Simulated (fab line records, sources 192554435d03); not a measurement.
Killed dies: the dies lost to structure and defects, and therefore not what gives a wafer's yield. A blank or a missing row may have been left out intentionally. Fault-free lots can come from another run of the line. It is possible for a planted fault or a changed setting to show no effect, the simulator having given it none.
fab line records | flow n5-finfet
record: lots: 12 | wafers: 33 | last-day: 17
route steps=1938 shown BEOL_M5@1173 BEOL_M6@1195 PASSIVATION@1936
lots that met no fault: taken from a fault-free run of the same line
start-h: hours from the record's opening day to when the first of the lot's shown wafers began | wait-h: hours elapsed since this lot's preceding step | " identical to the entry in the row above | L1.1+2: several wafers, shown together as one row | - value missing, or start not given | * or withheld: withheld | < > ~ a bound
route shown NAME@n: names a module that has steps shown in the file, with the first one's number in the route | usual: mean and standard deviation over wafers with no fault | same: alike in all rows | chamber/n: place in a boat | sites: per-site readings | _std_site: standard deviation across them | _edge_site: inner sites' mean taken away from outer sites' mean | radius-mm: how far each site lies from the wafer's centre | mask NAME#n: copy n | behind: the last tool/chamber to shape the wafer | hold: cause of the lot's hold/its duration in hours/its outcome | device: whichever transistor did not switch (one of n, p or np) | end of line: the same wafers' tests at the end of the route | where a step has no rows: the recipe by itself | killed: not the wafer's yield, but the dies lost to structure and defects at the first sort | map: a wafer's dies, x killed, . not, _ none there
set.NAME: the setting the step ran with; set.NAME@STEP: the setting that earlier step ran with | model.NAME: the simulator's own value behind a step, which no gauge read
route steps across a sampled set of lots; one table per step, one row per wafer
services: from which hour (start-h, from the record's first day; less than 0 if before it) a tool's chamber was out of use, for how many hours, and why
== steps ==
step: N5_BEOL_M5_SURFACE_TREAT_87
recipe: gas: Ar | time-s: * | ion-energy-ev: * | ion-current-ma-cm2: 0.5 | pressure-mtorr: * | ar-flow-sccm: 30
usual: pressure-mtorr: * | throttle-valve-pct: *
lot.wafer | tool           | chamber | start-h | wait-h | pressure-mtorr | throttle-valve-pct
L160.2    | pvd-sputter-01 | -       | 163.66  | 0.2    | *              | *
L160.3    | "              | -       | "       | "      | *              | *
L161.3    | pvd-sputter-02 | -       | 167.68  | 0.2    | *              | *
L161.5    | "              | -       | "       | "      | *              | *
L161.6    | "              | -       | "       | "      | *              | *
L164.1    | pvd-sputter-03 | -       | 190.82  | 0.2    | *              | *
L164.3    | "              | -       | "       | "      | *              | *
L164.6    | "              | -       | "       | "      | *              | *
L165.3    | pvd-sputter-01 | -       | 195.39  | 0.1    | *              | *
L165.5    | "              | -       | "       | "      | *              | *
L165.6    | "              | -       | "       | "      | *              | *
L166.1    | pvd-sputter-01 | -       | 200.81  | 0.2    | *              | *
L166.4    | "              | -       | "       | "      | *              | *
L166.5    | "              | -       | "       | "      | *              | *
L167.4    | pvd-sputter-02 | -       | 209.13  | 0.1    | *              | *
L167.6    | "              | -       | "       | "      | *              | *
L170.4    | pvd-sputter-01 | -       | 219.07  | 0.2    | *              | *
L170.5    | "              | -       | "       | "      | *              | *
L172.1    | pvd-sputter-02 | -       | 238.36  | 0.2    | *              | *
L172.2    | "              | -       | "       | "      | *              | *
L172.4    | "              | -       | "       | "      | *              | *
L176.1    | pvd-sputter-01 | -       | 252.79  | 0.1    | *              | *
L176.4    | "              | -       | "       | "      | *              | *
L176.6    | "              | -       | "       | "      | *              | *
L175.1    | pvd-sputter-02 | -       | 263.07  | 0.1    | *              | *
L175.4    | "              | -       | "       | "      | *              | *
L175.6    | "              | -       | "       | "      | *              | *
L182.2    | pvd-sputter-03 | -       | 301.03  | 0.2    | *              | *
L182.3    | "              | -       | "       | "      | *              | *
L182.4    | "              | -       | "       | "      | *              | *
L183.2    | pvd-sputter-03 | -       | 315.23  | 0.2    | *              | *
L183.3    | "              | -       | "       | "      | *              | *
L183.6    | "              | -       | "       | "      | *              | *
step: N5_BEOL_M5_SPUTTER_90
recipe: material: Cu | target-thk-a: 45 | temp-c: -20 | chamber-pressure-pa: 0.07 | power-w: withheld | time-s: 8.29
usual: chuck-sensor-temp-C: -15.8/0.45 | throttle-valve-pct: 29.5/1.1
lot.wafer | tool           | chamber | start-h | wait-h | chuck-sensor-temp-C | throttle-valve-pct
L160.2    | pvd-sputter-01 | -       | 168.23  | 0.5    | -15.9               | 27.8
L160.3    | "              | -       | "       | "      | -16.4               | 30.4
L161.3    | pvd-sputter-02 | -       | 172.37  | 0.5    | -16.1               | 28.7
L161.5    | "              | -       | "       | "      | -15.4               | 28.7
L161.6    | "              | -       | "       | "      | -16.0               | 28.7
L164.1    | pvd-sputter-03 | -       | 195.46  | 0.5    | -16.0               | 32.1
L164.3    | "              | -       | "       | "      | -15.2               | 28.7
L164.6    | "              | -       | "       | "      | -15.6               | 29.7
L165.3    | pvd-sputter-03 | -       | 200.07  | 0.5    | -15.9               | 32.2
L165.5    | "              | -       | "       | "      | -15.1               | 29.9
L165.6    | "              | -       | "       | "      | -15.2               | 28.7
L166.1    | pvd-sputter-01 | -       | 205.64  | 0.5    | -16.2               | 28.0
L166.4    | "              | -       | "       | "      | -16.4               | 29.0
L166.5    | "              | -       | "       | "      | -16.4               | 29.1
L167.4    | pvd-sputter-02 | -       | 213.70  | 0.5    | -16.3               | 31.0
L167.6    | "              | -       | "       | "      | -16.1               | 28.7
L170.4    | pvd-sputter-03 | -       | 223.79  | 0.5    | -15.8               | 29.5
L170.5    | "              | -       | "       | "      | -15.3               | 28.9
L172.1    | pvd-sputter-02 | -       | 243.01  | 0.5    | -16.3               | 30.8
L172.2    | "              | -       | "       | "      | -16.1               | 28.8
L172.4    | "              | -       | "       | "      | -15.4               | 28.5
L176.1    | pvd-sputter-01 | -       | 257.36  | 0.5    | -16.2               | 27.9
L176.4    | "              | -       | "       | "      | -16.5               | 30.9
L176.6    | "              | -       | "       | "      | -16.3               | 28.6
L175.1    | pvd-sputter-02 | -       | 267.74  | 0.5    | -15.1               | 28.6
L175.4    | "              | -       | "       | "      | -16.4               | 30.8
L175.6    | "              | -       | "       | "      | -16.0               | 28.6
L182.2    | pvd-sputter-01 | -       | 305.70  | 0.5    | -16.0               | 27.9
L182.3    | "              | -       | "       | "      | -16.5               | 29.0
L182.4    | "              | -       | "       | "      | -16.5               | 30.2
L183.2    | pvd-sputter-02 | -       | 319.79  | 0.5    | -15.9               | 28.7
L183.3    | "              | -       | "       | "      | -15.5               | 28.8
L183.6    | "              | -       | "       | "      | -15.2               | 28.7
step: N5_BEOL_M5_CO_CAP_78
recipe: material: Co | target-thk-a: 20 | temp-c: 200 | precursor: CCTBA/H2 | pressure-torr: 30 | time-s: 102.1
usual: heater-power-w: 223/14 | run-length-s: 125.0/0.67
lot.wafer | tool      | chamber | start-h | wait-h | heater-power-w | run-length-s
L160.2    | cvd-co-01 | 1       | 169.10  | 0.0    | 198            | 126.2
L160.3    | "         | 0       | "       | "      | 210            | 124.7
L161.3    | cvd-co-01 | 0       | 173.24  | 0.0    | 212            | 124.9
L161.5    | "         | 1       | "       | "      | 195            | 126.1
L161.6    | "         | 2       | "       | "      | 232            | 125.3
L164.1    | cvd-co-02 | 0       | 196.62  | 0.0    | 222            | 125.6
L164.3    | "         | 2       | "       | "      | 233            | 124.7
L164.6    | "         | 1       | "       | "      | 241            | 123.9
L165.3    | cvd-co-02 | 2       | 200.94  | 0.0    | 229            | 124.7
L165.5    | "         | 1       | "       | "      | 243            | 124.0
L165.6    | "         | 0       | "       | "      | 228            | 126.0
L166.1    | cvd-co-02 | 1       | 207.27  | 0.0    | 241            | 124.0
L166.4    | "         | 2       | "       | "      | 234            | 124.9
L166.5    | "         | 0       | "       | "      | 223            | 125.2
L167.4    | cvd-co-01 | 0       | 214.61  | 0.0    | 213            | 124.8
L167.6    | "         | 1       | "       | "      | 194            | 125.6
L170.4    | cvd-co-02 | 1       | 225.16  | 0.0    | 244            | 123.6
L170.5    | "         | 0       | "       | "      | 223            | 167.9
L172.1    | cvd-co-02 | 1       | 244.19  | 0.0    | 238            | 166.4
L172.2    | "         | 2       | "       | "      | 237            | 125.1
L172.4    | "         | 2       | "       | "      | 237            | 125.0
L176.1    | cvd-co-01 | 1       | 258.23  | 0.0    | 197            | 126.4
L176.4    | "         | 1       | "       | "      | 198            | 126.2
L176.6    | "         | 0       | "       | "      | 211            | 124.7
L175.1    | cvd-co-01 | 1       | 269.41  | 0.0    | 200            | 126.1
L175.4    | "         | 1       | "       | "      | 201            | 125.5
L175.6    | "         | 0       | "       | "      | 213            | 124.8
L182.2    | cvd-co-02 | 0       | 306.59  | 0.0    | 226            | 125.3
L182.3    | "         | 1       | "       | "      | 238            | 123.9
L182.4    | "         | 1       | "       | "      | 239            | 123.7
L183.2    | cvd-co-01 | 0       | 320.70  | 0.0    | 213            | 125.1
L183.3    | "         | 2       | "       | "      | 224            | 125.0
L183.6    | "         | 2       | "       | "      | 229            | 124.5
step: N5_BEOL_M6_CURE_74
recipe: temp-c: 385 | time-s: 240 | ambient: He/Ar | material: SiCOH_lowk
usual: lamp-power-pct: 52.31/0.049 | wafer_temp_C_max: 386.8/0.95
lot.wafer | tool       | chamber | start-h | wait-h | lamp-power-pct | wafer_temp_C_max
L160.2    | uv-cure-03 | 2       | 169.49  | 0.1    | 52.29          | 389.2
L160.3    | "          | 2       | "       | "      | 52.27          | 387.9
L161.3    | uv-cure-03 | 0       | 173.71  | 0.2    | 52.35          | 386.9
L161.5    | "          | 0       | "       | "      | 52.32          | 387.3
L161.6    | "          | 0       | "       | "      | 52.36          | 387.0
L164.1    | uv-cure-02 | 1       | 196.93  | 0.0    | 52.34          | 386.3
L164.3    | "          | 1       | "       | "      | 52.23          | 386.6
L164.6    | "          | 1       | "       | "      | 52.37          | 386.4
L165.3    | uv-cure-01 | 0       | 201.41  | 0.2    | 52.34          | 385.9
L165.5    | "          | 0       | "       | "      | 52.38          | 385.7
L165.6    | "          | 0       | "       | "      | 52.26          | 385.7
L166.1    | uv-cure-02 | 0       | 207.58  | 0.0    | 52.26          | 386.5
L166.4    | "          | 0       | "       | "      | 52.27          | 385.9
L166.5    | "          | 0       | "       | "      | 52.32          | 386.5
L167.4    | uv-cure-03 | 1       | 216.60  | 1.7    | 52.33          | 387.4
L167.6    | "          | 1       | "       | "      | 52.27          | 387.5
L170.4    | uv-cure-03 | 0       | 225.70  | 0.3    | 52.34          | 386.6
L170.5    | "          | 0       | "       | "      | 52.34          | 386.9
L172.1    | uv-cure-03 | 1       | 244.50  | 0.0    | 52.18          | 387.7
L172.2    | "          | 1       | "       | "      | 52.35          | 387.7
L172.4    | "          | 1       | "       | "      | 52.36          | 387.2
L176.1    | uv-cure-03 | 1       | 258.55  | 0.0    | 52.36          | 387.0
L176.4    | "          | 1       | "       | "      | 52.31          | 386.8
L176.6    | "          | 1       | "       | "      | 52.40          | 388.0
L175.1    | uv-cure-02 | 1       | 269.74  | 0.1    | 52.35          | 386.0
L175.4    | "          | 1       | "       | "      | 52.34          | 386.0
L175.6    | "          | 1       | "       | "      | 52.42          | 385.8
L182.2    | uv-cure-01 | 1       | 306.98  | 0.1    | 52.33          | 385.7
L182.3    | "          | 1       | "       | "      | 52.45          | 386.3
L182.4    | "          | 1       | "       | "      | 52.29          | 385.5
L183.2    | uv-cure-01 | 2       | 321.12  | 0.1    | 52.33          | 388.4
L183.3    | "          | 2       | "       | "      | 52.29          | 387.4
L183.6    | "          | 2       | "       | "      | 52.22          | 387.8
step: N5_PASSIVATION_PROBE_49
usual: defect-limited-yield: 91.5/1.5 | killed_at_M0_to_M3: 32/9.4 | killed_at_M4_up: 12/5.1 | killed-at-contacts: 11/7.4 | killed-at-front-end: 41/11 | killed-at-other: 3.4/2.5 | killed-dies: 100/17 | killed-open: 65/14 | killed-short: 33/7 | sort_bin_4_leakage: 0.00/0.01 | sort_bin_5_function: 4.9/0.96 | sort_bin_6_memory: 3.1/0.7 | sort_bin_8_speed: 0.00/0.01 | sort-n-pass: 1080/17 | sort-yield-pct: 91.5/1.5
same: gross-dies: 1180 | killed-at-back-side: 0
lot.wafer | tool      | chamber | start-h | wait-h | defect-limited-yield[%] | killed_at_M0_to_M3 | killed_at_M4_up | killed-at-contacts | killed-at-front-end | killed-at-other | killed-dies | killed-open | killed-short | sort_bin_4_leakage[%] | sort_bin_5_function[%] | sort_bin_6_memory[%] | sort_bin_8_speed[%] | sort-n-pass | sort-yield-pct[%]
L172.1    | prober-01 | -       | 327.45  | 0.0    | 91.5                    | 21                 | 20              | 8                  | 45                  | 6               | 100         | 61          | 38           | 0                     | 5.5                    | 2.5                  | 0                   | 1080        | 91.5
L172.2    | prober-01 | -       | 327.50  | 0.1    | 91.4                    | 36                 | 8               | 5                  | 48                  | 4               | 101         | 64          | 35           | 0                     | 4.7                    | 3.2                  | 0                   | 1079        | 91.4
L172.4    | prober-01 | -       | 327.60  | 0.2    | 92.4                    | 22                 | 9               | 16                 | 41                  | 2               | 90          | 62          | 28           | 0                     | 4.8                    | 2.5                  | 0                   | 1090        | 92.4
killed by level:class
L172.1 FIN_SAQP:geometric-particle:open=10 STI_FIN_REVEAL:geometric-particle:open=10 FIN_SAQP:geometric-particle:short=9 BEOL_M4:geometric-particle:open=8 MOL_CONTACT_COAG:geometric-particle:open=6 BEOL_M0_SAQP:geometric-particle:open=4 BEOL_M3:geometric-particle:open=4 BEOL_M4:geometric-particle:short=4
L172.2 FIN_SAQP:geometric-particle:open=12 STI_FIN_REVEAL:geometric-particle:open=11 FIN_SAQP:geometric-particle:short=9 BEOL_M2:geometric-particle:open=9 BEOL_M3:geometric-particle:open=6 BEOL_M0_SAQP:geometric-particle:short=5 GATE_CUT:geometric-particle:short=4 DUMMY_GATE:geometric-particle:open=3
L172.4 MOL_CONTACT_COAG:geometric-particle:open=12 STI_FIN_REVEAL:geometric-particle:open=11 FIN_SAQP:geometric-particle:open=7 BEOL_M0_SAQP:geometric-particle:open=6 DUMMY_GATE:geometric-particle:open=5 FIN_SAQP:geometric-particle:short=4 ILD0:geometric-particle:short=4 MOL_CONTACT_COAG:geometric-particle:short=4
== services ==
tool           | chamber | start-h | hours | kind
cvd-co-01      | 2       | 164.89  | 2.3   | repair
uv-cure-02     | -       | 170.79  | 3.4   | pm
uv-cure-01     | -       | 173.92  | 6.1   | repair
cvd-co-01      | 0       | 192.50  | 9.5   | repair
uv-cure-01     | -       | 206.49  | 1.1   | repair
uv-cure-01     | -       | 210.54  | 8.8   | repair
uv-cure-01     | -       | 219.35  | 2.1   | pm
uv-cure-01     | -       | 221.48  | 1.0   | pm
pvd-sputter-02 | -       | 284.61  | 5.1   | repair
cvd-co-01      | 1       | 304.91  | 16.1  | repair
== key ==
first-sign: step: N5_BEOL_M5_CO_CAP_78 | reading: run-length-s | direction: up | sigmas: 63 | usual: * | struck: *
effect none on later readings
met-at N5_BEOL_M5_CO_CAP_78
struck-lots L170,L172
struck-wafers L170.5,L172.1
not-acting-at N5_BEOL_M5_SURFACE_TREAT_87,N5_BEOL_M5_SPUTTER_90,N5_BEOL_M6_CURE_74
onset-between 207.27 225.16
fault: kind: process-parameter-drift | tool: cvd-co-02 | chamber: - | onset-h: 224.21 | steps: N5_BEOL_M5_CO_CAP_78 | channel: time-s | offset: * | shape: step | end-h: 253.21 | scope: struck-wafers-only | acts-in: * | stated: *
